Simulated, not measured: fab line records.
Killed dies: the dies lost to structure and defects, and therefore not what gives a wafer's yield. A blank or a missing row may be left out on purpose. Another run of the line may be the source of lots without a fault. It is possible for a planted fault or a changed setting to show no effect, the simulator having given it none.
Split-lot trial | flow n5-finfet | on a route of 1938 steps: 7 lots, 21 wafers read

THE SPLIT
At N5_BEOL_M0_SAQP_PEB_12 (peb time 60 s), the setting peb-time-s was moved away from the recipe's 60 s on 6 of the 21 wafers read, by -17.9% to +14.8%. This setting was run at the recipe's value on the other wafers.

SPLIT TO READING: what lies between them in the file, 1 step
- N5_BEOL_M0_SAQP_DEVELOP_13: develop time 30 s

THE READING
At N5_BEOL_M0_SAQP_CD_MEAS_14: cd-nm in nanometres, against a target cd of 42.5 nm. Fault-free wafers of this fab line usually give 42.4 nm, standard deviation 0.35 nm.

wafer  | tool, chamber at the split | peb-time-s as run, s | against the recipe | cd-nm, nm | against lot-mates on the recipe
L074.1 | litho-track-02, 0          | 60                   | recipe             | 42.5      | -
L074.3 | litho-track-02, 0          | 60                   | recipe             | 42.2      | -
L074.5 | litho-track-02, 0          | 60                   | recipe             | 42.3      | -
L077.3 | litho-track-04, 0          | 60                   | recipe             | 42.5      | -
L077.4 | litho-track-04, 0          | 60                   | recipe             | 43.0      | -
L077.6 | litho-track-04, 0          | 60                   | recipe             | 42.1      | -
L080.2 | litho-track-01, 0          | 60                   | recipe             | 42.2      | -
L080.4 | litho-track-01, 0          | 60                   | recipe             | 42.0      | -
L080.6 | litho-track-01, 0          | 60                   | recipe             | 43.1      | -
L082.1 | litho-track-04, 0          | 64.98                | +8.3%              | 40.9      | -1.5
L082.2 | litho-track-04, 0          | 64.98                | +8.3%              | 40.9      | -1.5
L082.6 | litho-track-04, 0          | 60                   | recipe             | 42.4      | -
L084.2 | litho-track-02, 0          | 60                   | recipe             | 42.6      | -
L084.4 | litho-track-02, 0          | 49.28                | -17.9%             | 45.5      | +2.9
L084.6 | litho-track-02, 0          | 49.28                | -17.9%             | 45.5      | +2.9
L091.2 | litho-track-01, 0          | 60                   | recipe             | 42.7      | -
L091.3 | litho-track-01, 0          | 60                   | recipe             | 42.9      | -
L091.4 | litho-track-01, 0          | 60                   | recipe             | 42.6      | -
L094.1 | litho-track-04, 0          | 60                   | recipe             | 42.0      | -
L094.2 | litho-track-04, 0          | 68.89                | +14.8%             | 40.3      | -1.7
L094.3 | litho-track-04, 0          | 68.89                | +14.8%             | 40.1      | -1.9

FIT RESULTS
A straight line over all 21 wafers: cd-nm changes by -0.166 nm for each +1% of peb-time-s; r = -0.97; the points scatter about the line by 0.31 nm.
The same after taking each lot's own level away (the mean of its wafers on the recipe; 21 wafers): -0.15 nm for each +1%; r = -0.97; scatter 0.3 nm.
Per that fit: largest peb-time-s move, reading shift of 2.7 nm.
The lots' own levels span 42.00 to 42.73 nm, that is 2.1 times the standard deviation above.
So the slope is not independent of the lot-to-lot level: the two fits are not the same.
Check: for one of the wafers moved furthest among these (-17.9%), held out of the fit, the line's prediction against its lot-mates is +2.63 nm. It came out at +2.9 nm against them.

FILE'S OWN FIT
cd-nm changes by -0.15 nm for each +1% of peb-time-s, r = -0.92.
